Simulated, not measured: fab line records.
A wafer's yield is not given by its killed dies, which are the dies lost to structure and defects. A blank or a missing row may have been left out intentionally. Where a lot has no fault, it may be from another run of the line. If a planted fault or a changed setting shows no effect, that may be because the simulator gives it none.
Code-filled problem report in 8D (eight disciplines) form / flow nandHarc / the parts of the form that need people (team, actions taken, sign-off) are left out

## 1. PROBLEM STATEMENT
Mean of timeToEndpointS at NHARC_P_M2_CMP_23: 17.3 s across 2 wafers in 2 lots; on wafers with no fault it is 29.2 s (standard deviation 2.4). That is -5.0 standard deviations from the usual mean.
The step: polishes, t overpolish 20 s, target thk 144.3 nm.
First observed at day 14 02:25: wafer L369.1, on cmp-04. At this step, 34 wafers from 12 lots have a number in the record. The rule behind "out" and "out of limits": a value lying over 4 standard deviations away from the usual mean. The other wafers with a number count as sound.

## 2. WHAT IT IS; WHAT IT IS NOT
question=which readings at this step | is=timeToEndpointS | is not=motorCurrentA
question=which lots | is=L369, L370 | is not=L351, L352, L353, L355, L357, L358, L360, L361, L372, L373
question=which wafers of those lots | is=L369.1, L370.6 | is not=L369.3, L370.5
question=read on which tools | is=cmp-01, cmp-04 | is not=cmp-02
question=when | is=from day 14 02:25 | is not=up to then (25 sound wafers); but 7 sound wafers of L370, L372, L373 came after

## 3. SUSPECTS, AND WHAT RULES EACH OUT
Counting: any tool at a process step up to the reading remains a suspect provided it ran every lot that is out. Sound lots after the first of them don't rule it out here, since some wafers of a struck lot are sound.
- ecdCu-01 at NHARC_P_M2_ECD_22 (material Cu, target thk 400 nm): kept. It ran every lot that is out, first L369 (day 14 01:44); its last sound lot up to then is L358 (day 9 03:44).
Left after counting: ecdCu-01 at NHARC_P_M2_ECD_22.

## 4. THE CAUSE (what the simulator had put in)
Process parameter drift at NHARC_P_M2_ECD_22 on ecdCu-01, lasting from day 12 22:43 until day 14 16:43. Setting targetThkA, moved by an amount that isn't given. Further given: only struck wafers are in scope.
After counting, this tool was the only one left.

## 5. SEQUENCE OF EFFECTS, ordered by route
Each row: a reading where the mean over the struck wafers with a number is more than 3 standard deviations away from the usual. Only readings whose record carries a usual standard deviation are examined. hours: median over the lots of the time between each lot's start at the first step of this table that gives one and its start at this step. sigmas: the change, counted in usual standard deviations.
hours=0; step=NHARC_P_M2_CMP_23; reading=timeToEndpointS; usual=29.2 s; on struck wafers=17.3; change=-11.9; sigmas=-5.0
The process steps in it:
- NHARC_P_M2_CMP_23: polishes, t overpolish 20 s, target thk 144.3 nm.
At these later measuring or inspecting steps, every struck wafer for which the step has a row has a number for every such reading, and none has moved that far: NHARC_P_M2_THK_MEAS_24.

## 6. WHAT WOULD HAVE CAUGHT IT SOONER
In this record the first reading out of limits was taken at day 14 02:25, 28 hours after the fault began at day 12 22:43.
Lots out: 2; of these, L370 started NHARC_P_M2_ECD_22 on ecdCu-01 after day 14 02:25. Holding the tool at that time would have saved it.
